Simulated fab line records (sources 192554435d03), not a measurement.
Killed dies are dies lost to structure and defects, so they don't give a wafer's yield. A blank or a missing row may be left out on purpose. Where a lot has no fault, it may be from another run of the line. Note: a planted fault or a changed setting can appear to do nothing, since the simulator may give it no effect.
Which of the tools did it?    flow n5Finfet    12 lots (36 wafers sampled), 1 step of a 1938-step route

== WHAT EACH GAUGE READ, for each wafer ==
N5_WELL_APT_CD_MEAS_25: the cd target is 200 nm.
lot   measured     on        cdNm (nm)
L075  day 1 20:59  cdSem-03  200.6 205.3 204.8
L077  day 2 08:48  cdSem-03  199.9 197.6 200.1
L079  day 2 21:05  cdSem-02  198.2 198.7 198.1
L081  day 3 09:04  cdSem-01  201.3 200.7 203.7
L083  day 3 20:49  cdSem-01  201.1 200.8 200.5
L085  day 4 08:44  cdSem-02  198.1 193.3 195.7
L087  day 4 21:40  cdSem-03  198.4 199.0 199.5
L089  day 5 09:01  cdSem-02  196.7 199.1 198.8
L091  day 5 21:07  cdSem-01  199.0 202.0 200.3
L093  day 6 09:01  cdSem-01  196.2 201.2 196.0
L095  day 6 21:19  cdSem-02  203.4 200.7 202.8
L097  day 7 09:07  cdSem-01  196.4 199.8 197.7

== WHICH TOOL RAN EACH LOT (tool, then ch and the chambers of the sampled wafers, then the start) ==
The record shows no process step preceding these readings.

== THE ANSWER, worked out from the rows above alone ==
Rule: the usual values come from the lots themselves. Put in order of their means at a reading, lots are off if they are a third of the lots or fewer, leave a main group of 4 or more, and stand apart from it by a gap of 3 or more times the standard deviation of the main group's means; of several such gaps the widest counts. A main group is skipped when, at the precision printed for the reading in the tables above, its means are all equal. Also off: a lot with no number at a reading for which 4 or more lots have one. Where the step has rows for the other lots, those lots are counted as sound.
No lot is off on any of the readings shown, so nothing can be concluded from this.

== WHAT THE SIMULATOR HAD PUT IN ==
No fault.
